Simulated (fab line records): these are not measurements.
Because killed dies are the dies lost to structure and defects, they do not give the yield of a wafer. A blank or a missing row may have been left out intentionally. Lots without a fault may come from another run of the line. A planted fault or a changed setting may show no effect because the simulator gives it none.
Matching of chambers :: flow n5 finfet :: N5_DUMMY_GATE_STRIP_41 on rie diel-04 has 4 sister chambers
The step strips in O2. 8 wafers are shown with their chamber, then 10 later ones without.

## WAFERS, EACH WITH ITS CHAMBER
wafer: L077.6
chamber: 0
drypump motor current A (A): 5.2
showerhead plenum p Torr (Torr): 2.00

wafer: L084.5
chamber: 2
drypump motor current A (A): 6.2
showerhead plenum p Torr (Torr): 2.10

wafer: L084.6
chamber: 3
drypump motor current A (A): 5.3
showerhead plenum p Torr (Torr): 2.09

wafer: L086.2
chamber: 0
drypump motor current A (A): 5.2
showerhead plenum p Torr (Torr): 1.99

wafer: L086.4
chamber: 1
drypump motor current A (A): 5.2
showerhead plenum p Torr (Torr): 2.15

wafer: L086.6
chamber: 3
drypump motor current A (A): 5.2
showerhead plenum p Torr (Torr): 2.09

wafer: L088.1
chamber: 1
drypump motor current A (A): 5.2
showerhead plenum p Torr (Torr): 2.14

wafer: L088.2
chamber: 2
drypump motor current A (A): 6.2
showerhead plenum p Torr (Torr): 2.10

## WAFERS MISSING THEIR CHAMBER
wafer: L088.4
drypump motor current A (A): 5.2
showerhead plenum p Torr (Torr): 1.99

wafer: L092.1
drypump motor current A (A): 5.3
showerhead plenum p Torr (Torr): 2.08

wafer: L092.2
drypump motor current A (A): 5.2
showerhead plenum p Torr (Torr): 2.14

wafer: L092.5
drypump motor current A (A): 5.2
showerhead plenum p Torr (Torr): 1.99

wafer: L096.1
drypump motor current A (A): 6.2
showerhead plenum p Torr (Torr): 2.09

wafer: L096.2
drypump motor current A (A): 5.3
showerhead plenum p Torr (Torr): 2.08

wafer: L096.6
drypump motor current A (A): 5.2
showerhead plenum p Torr (Torr): 1.99

wafer: L097.1
drypump motor current A (A): 5.2
showerhead plenum p Torr (Torr): 1.98

wafer: L097.3
drypump motor current A (A): 5.2
showerhead plenum p Torr (Torr): 2.14

wafer: L097.5
drypump motor current A (A): 5.2
showerhead plenum p Torr (Torr): 2.14

## WHICH CHAMBER EACH ONE RAN IN
wafer: L088.4
from the rows above: 0
in truth: 0

wafer: L092.1
from the rows above: 3
in truth: 3

wafer: L092.2
from the rows above: 1
in truth: 1

wafer: L092.5
from the rows above: 0
in truth: 0

wafer: L096.1
from the rows above: 2
in truth: 2

wafer: L096.2
from the rows above: 3
in truth: 3

wafer: L096.6
from the rows above: 0
in truth: 0

wafer: L097.1
from the rows above: 0
in truth: 0

wafer: L097.3
from the rows above: 1
in truth: 1

wafer: L097.5
from the rows above: 1
in truth: 1
Correct placement for 10 of the 10. Left unplaced by these rows: 0. 0 placed wrongly.
How it was worked out, from the rows above alone: a wafer's distance from a chamber is the root of the sum, over the readings, of the square of ((its reading less the chamber's mean) divided by the reading's scatter). If the next closest chamber is less than 2 further off than the closest, the wafer can't be placed; otherwise it belongs to the closest. A chamber's mean is the mean of its shown wafers. The scatter: the root of (the sum of the squares of (reading less its chamber's mean) over the shown wafers, divided by (wafers less chambers)).
